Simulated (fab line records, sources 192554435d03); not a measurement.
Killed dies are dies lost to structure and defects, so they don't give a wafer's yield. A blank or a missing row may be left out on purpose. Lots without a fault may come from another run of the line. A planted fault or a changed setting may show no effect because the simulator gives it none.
fab line records | flow n5_finfet | part 2 of 2: steps 5 to 6 of 6
record lots=23 wafers=69 last_day=17
route steps=1938 shown BEOL_M4@1106 BEOL_M5@1129
lots that met no fault: from a run of the same line without faults
start_h: hours from the record's first day to the start of the lot's first wafer shown | wait_h: hours since the lot's step before | " the same as in the row above | L1.1+2: a row that stands for several wafers | - no value, or no start given | * or withheld: withheld | < > ~ a bound
route shown NAME@n: a module of which the file shows steps, and the number in the route of the first | usual: mean/standard deviation of fault-free wafers | same: alike in all rows | chamber/n: place in a boat | sites: the reading at each site | _std_site: their standard deviation | _edge_site: outer sites' mean less inner sites' | radius_mm: how far each site lies from the wafer's centre | mask NAME#n: copy n | behind: the tool/chamber that last shaped the wafer | hold: why the lot was held/for how many hours/how that ended | device: the transistor (n, p or np) that didn't switch | end of line: the same wafers' tests at the end of the route | a step without rows: its recipe alone | killed: dies lost to structure and defects at the first sort, not the wafer's yield | map: a wafer's dies, x killed, . not, _ none there
set.NAME: the setting as run; set.NAME@STEP: as run at that earlier step | model.NAME: the simulator's own value behind a step, which no gauge read
steps of the route over a sample of lots; a table a step, a row a wafer
services: from which hour (start_h, from the record's first day; less than 0 if before it) a tool's chamber was out of use, for how many hours, and why
## steps
# step N5_BEOL_M5_OVL_MEAS_29
# recipe points_per_wafer=522
# usual V4_OVL=-0.1/0.71
# columns lot.wafer tool chamber start_h wait_h V4_OVL[nm]
L074.2 overlay-01 0 163.42 0.0 0.3
L074.3 " 0 " " -0.8
L074.5 " 0 " " -0.6
L076.1 overlay-01 0 179.46 0.0 1.0
L076.4 " 0 " " -0.2
L076.6 " 0 " " 0.0
L075.1 overlay-01 0 184.76 0.0 -1.0
L075.3 " 0 " " -1.0
L075.5 " 0 " " -1.6
L077.2 overlay-01 0 186.20 0.0 -1.0
L077.5 " 0 " " 0.3
L077.6 " 0 " " 0.2
L078.1 overlay-02 0 186.78 0.0 0.0
L078.2 " 0 " " -0.9
L078.4 " 0 " " 0.1
L079.1 overlay-02 0 191.06 0.0 -0.2
L079.2 " 0 " " 0.5
L079.5 " 0 " " 0.2
L081.2 overlay-01 0 203.01 0.0 -1.0
L081.4 " 0 " " -0.6
L081.5 " 0 " " -1.8
L082.1 overlay-01 0 211.88 0.0 -1.2
L082.3 " 0 " " -0.2
L082.6 " 0 " " -0.8
L084.2 overlay-01 0 226.21 0.0 -0.2
L084.5 " 0 " " -0.2
L084.6 " 0 " " 0.5
L083.1 overlay-01 0 226.73 0.0 0.1
L083.2 " 0 " " 0.0
L083.3 " 0 " " 1.4
L085.1 overlay-02 0 231.85 0.0 0.1
L085.4 " 0 " " -0.7
L085.5 " 0 " " 0.7
L086.2 overlay-01 0 234.46 0.0 -1.4
L086.4 " 0 " " -1.4
L086.6 " 0 " " -0.3
L087.1 overlay-02 0 254.44 0.0 -0.4
L087.3 " 0 " " -0.6
L087.5 " 0 " " -1.0
L088.1 overlay-02 0 258.63 0.0 -0.8
L088.2 " 0 " " 0.5
L088.4 " 0 " " -1.1
L089.2 overlay-02 0 262.63 0.0 -1.4
L089.3 " 0 " " -0.4
L089.5 " 0 " " 0.0
L090.2 overlay-01 0 265.30 0.0 -0.3
L090.3 " 0 " " -0.1
L090.4 " 0 " " 0.0
L091.3 overlay-02 0 268.78 0.0 0.2
L091.4 " 0 " " 0.6
L091.6 " 0 " " 0.8
L093.4 overlay-02 0 272.36 0.0 -0.7
L093.5 " 0 " " 0.2
L093.6 " 0 " " 0.0
L092.1 overlay-01 0 276.42 0.0 0.5
L092.2 " 0 " " 0.1
L092.5 " 0 " " 0.3
L094.2 overlay-01 0 292.06 0.0 -0.4
L094.3 " 0 " " 0.7
L094.4 " 0 " " 0.4
L095.1 overlay-01 0 300.16 0.0 0.0
L095.4 " 0 " " -0.3
L095.5 " 0 " " -0.5
L096.1 overlay-01 0 304.13 0.0 -0.2
L096.2 " 0 " " -0.4
L096.6 " 0 " " 0.0
L097.1 overlay-02 0 304.18 0.0 -0.2
L097.3 " 0 " " -0.6
L097.5 " 0 " " 0.4
# step N5_BEOL_M5_TRENCH_ETCH_37
# recipe chemistry=C4F6/O2 target_depth_a=716.52 target=SiCOH_lowk time_s=24.7 ion_energy_ev=250 pressure_mtorr=30 source_w=345 bias_w=185 Ar_flow_sccm=300 C4F6_flow_sccm=10 O2_flow_sccm=10
# usual drypump_motor_current_A=5.9/0.39 oes_o_777_au=0.76/0.083 oes_product_au=0.76/0.082 rf_vpp_V=664/9.2 showerhead_plenum_p_Torr=2.84/0.074 throttle_valve_pct=20.97/0.24
# columns lot.wafer tool chamber start_h wait_h drypump_motor_current_A oes_o_777_au oes_product_au rf_hours_counter_h rf_vpp_V showerhead_plenum_p_Torr throttle_valve_pct
L074.2 rie_diel-02 2 - - 6.3 0.75 0.73 166 666 2.94 20.98
L074.3 " 1 " " 6.0 0.76 0.78 108 666 2.76 21.27
L074.5 " 0 " " 5.7 0.71 0.73 - 675 2.82 21.10
L076.1 rie_diel-05 3 - - 6.1 0.80 0.79 98 658 2.76 20.91
L076.4 " 2 " " 5.4 0.73 0.70 187 649 2.94 20.77
L076.6 " 0 " " 6.1 0.85 0.84 - 668 2.87 20.98
L075.1 rie_diel-05 0 - - 6.1 0.84 0.83 66 668 2.87 20.99
L075.3 " 2 " " 5.3 0.74 0.71 189 649 2.94 20.77
L075.5 " 0 " " 6.1 0.85 0.83 - 667 2.87 21.00
L077.2 rie_diel-02 1 - - 6.0 0.76 0.75 116 666 2.75 21.27
L077.5 " 0 " " 5.8 0.70 0.73 - 675 2.82 21.11
L077.6 " 3 " " 5.8 0.69 0.71 - 660 2.83 20.79
L078.1 rie_diel-02 3 - - 5.8 0.69 0.71 226 660 2.83 20.80
L078.2 " 1 " " 6.0 0.75 0.76 116 667 2.75 21.28
L078.4 " 0 " " 5.7 0.71 0.73 209 674 2.82 21.09
L079.1 rie_diel-05 1 - - 6.3 0.70 0.68 229 644 2.93 20.91
L079.2 " 0 " " 6.0 0.85 0.83 69 667 2.87 21.01
L079.5 " 0 " " 6.1 0.84 0.83 - 667 2.87 20.98
L081.2 rie_diel-02 3 - - 5.8 0.69 0.72 230 659 2.83 20.82
L081.4 " 2 " " 6.3 0.74 0.71 177 666 2.94 20.97
L081.5 " 0 " " 5.8 0.70 0.72 - 674 2.82 21.10
L082.1 rie_diel-05 1 - - 6.3 0.70 0.67 234 644 2.93 20.92
L082.3 " 3 " " 6.1 0.79 0.79 108 658 2.76 20.91
L082.6 " 2 " " 5.3 0.73 0.71 - 651 2.94 20.78
L084.2 rie_diel-04 0 - - 5.2 0.68 0.71 208 670 2.72 21.10
L084.5 " 3 " " 5.3 0.99 0.99 - 674 2.82 20.37
L084.6 " 0 " " 5.2 0.69 0.70 - 673 2.72 21.09
L083.1 rie_diel-04 2 - - 6.2 0.72 0.72 174 662 2.85 21.26
L083.2 " 1 " " 5.2 0.83 0.84 54 678 2.90 21.00
L083.3 " 0 " " 5.2 0.68 0.70 208 672 2.72 21.08
L085.1 rie_diel-04 3 - - 5.3 0.99 0.98 6 674 2.82 20.38
L085.4 " 0 " " 5.3 0.68 0.71 - 671 2.72 21.09
L085.5 " 3 " " 5.3 1.00 0.98 - 674 2.82 20.38
L086.2 rie_diel-02 3 - - 5.8 0.68 0.70 239 659 2.82 20.83
L086.4 " 2 " " 6.3 0.73 0.71 186 669 2.93 20.98
L086.6 " 1 " " 6.0 0.73 0.76 - 667 2.75 21.28
L087.1 rie_diel-02 0 - - 5.8 0.69 0.71 229 675 2.81 21.14
L087.3 " 2 " " 6.3 0.74 0.70 192 667 2.93 21.00
L087.5 " 0 " " 5.8 0.69 0.71 - 674 2.81 21.14
L088.1 rie_diel-05 0 - - 6.1 0.82 0.81 89 666 2.86 21.03
L088.2 " 3 " " 6.1 0.77 0.77 123 658 2.75 20.95
L088.4 " 1 " " 6.3 0.69 0.66 247 646 2.92 20.91
L089.2 rie_diel-04 0 - - 5.2 0.68 0.69 220 672 2.72 21.12
L089.3 " 1 " " 5.2 0.82 0.84 63 677 2.90 21.01
L089.5 " 0 " " 5.2 0.68 0.70 - 672 2.72 21.11
L090.2 rie_diel-05 1 - - 6.3 0.68 0.65 250 645 2.92 20.91
L090.3 " 0 " " 6.1 0.82 0.80 92 667 2.86 21.03
L090.4 " 1 " " 6.4 0.68 0.66 - 645 2.92 20.92
L091.3 rie_diel-02 0 - - 5.8 0.69 0.71 235 674 2.81 21.13
L091.4 " 0 " " 5.8 0.69 0.71 - 674 2.81 21.13
L091.6 " 1 " " 6.0 0.73 0.75 - 666 2.74 21.31
L093.4 rie_diel-02 1 - - 6.0 0.73 0.75 - 666 2.74 21.32
L093.5 " 0 " " 5.8 0.69 0.70 - 674 2.81 21.14
L093.6 " 2 " " 6.3 0.72 0.69 - 665 2.93 21.02
L092.1 rie_diel-05 0 - - 6.1 0.81 0.78 96 668 2.86 21.03
L092.2 " 2 " " 5.3 0.71 0.69 216 650 2.93 20.83
L092.5 " 2 " " 5.3 0.72 0.69 - 650 2.93 20.81
L094.2 rie_diel-04 2 - - 6.2 0.70 0.71 189 662 2.85 21.31
L094.3 " 0 " " 5.2 0.67 0.70 224 672 2.71 21.12
L094.4 " 1 " " 5.2 0.82 0.84 67 678 2.90 21.02
L095.1 rie_diel-05 0 - - 6.1 0.80 0.79 107 668 2.85 21.04
L095.4 " 2 " " 5.3 0.70 0.68 228 650 2.92 20.84
L095.5 " 2 " " 5.3 0.71 0.67 - 649 2.92 20.85
L096.1 rie_diel-05 2 - - 5.3 0.71 0.68 229 649 2.92 20.84
L096.2 " 3 " " 6.1 0.76 0.76 139 658 2.74 20.95
L096.6 " 2 " " 5.3 0.71 0.67 - 649 2.92 20.82
L097.1 rie_diel-02 0 - - 5.8 0.69 0.71 243 673 2.80 21.14
L097.3 " 1 " " 6.1 0.71 0.74 156 667 2.74 21.34
L097.5 " 2 " " 6.3 0.71 0.70 - 665 2.92 21.05
## services
# columns tool chamber start_h hours kind
rie_diel-05 1 139.32 17.3 repair
rie_diel-02 3 143.02 4.5 repair
rie_diel-04 0 150.47 3.8 repair
rie_diel-02 3 155.23 9.1 repair
cvd_co-01 - 169.85 0.7 repair
cvd_co-02 - 170.89 1.5 repair
rie_diel-04 2 180.80 8.5 repair
rie_diel-04 3 189.27 - clean
cvd_co-02 - 219.85 1.3 repair
rie_diel-04 1 229.69 7.4 repair
cvd_co-01 1 239.62 15.0 repair
rie_diel-05 3 265.18 6.2 repair
rie_diel-02 3 267.81 - clean
rie_diel-02 3 267.81 - consumable_replace:focus_ring
rie_diel-02 3 267.81 36.6 scheduled_down
rie_diel-02 3 267.81 36.6 vent_cycle
rie_diel-05 1 271.34 - clean
rie_diel-05 1 271.34 - consumable_replace:focus_ring
rie_diel-05 1 271.34 21.2 scheduled_down
rie_diel-05 1 271.34 21.2 vent_cycle
rie_diel-04 - 273.42 14.6 pm
rie_diel-02 0 279.54 8.0 repair
rie_diel-02 0 289.38 4.3 repair
cvd_co-01 - 291.13 6.9 pm
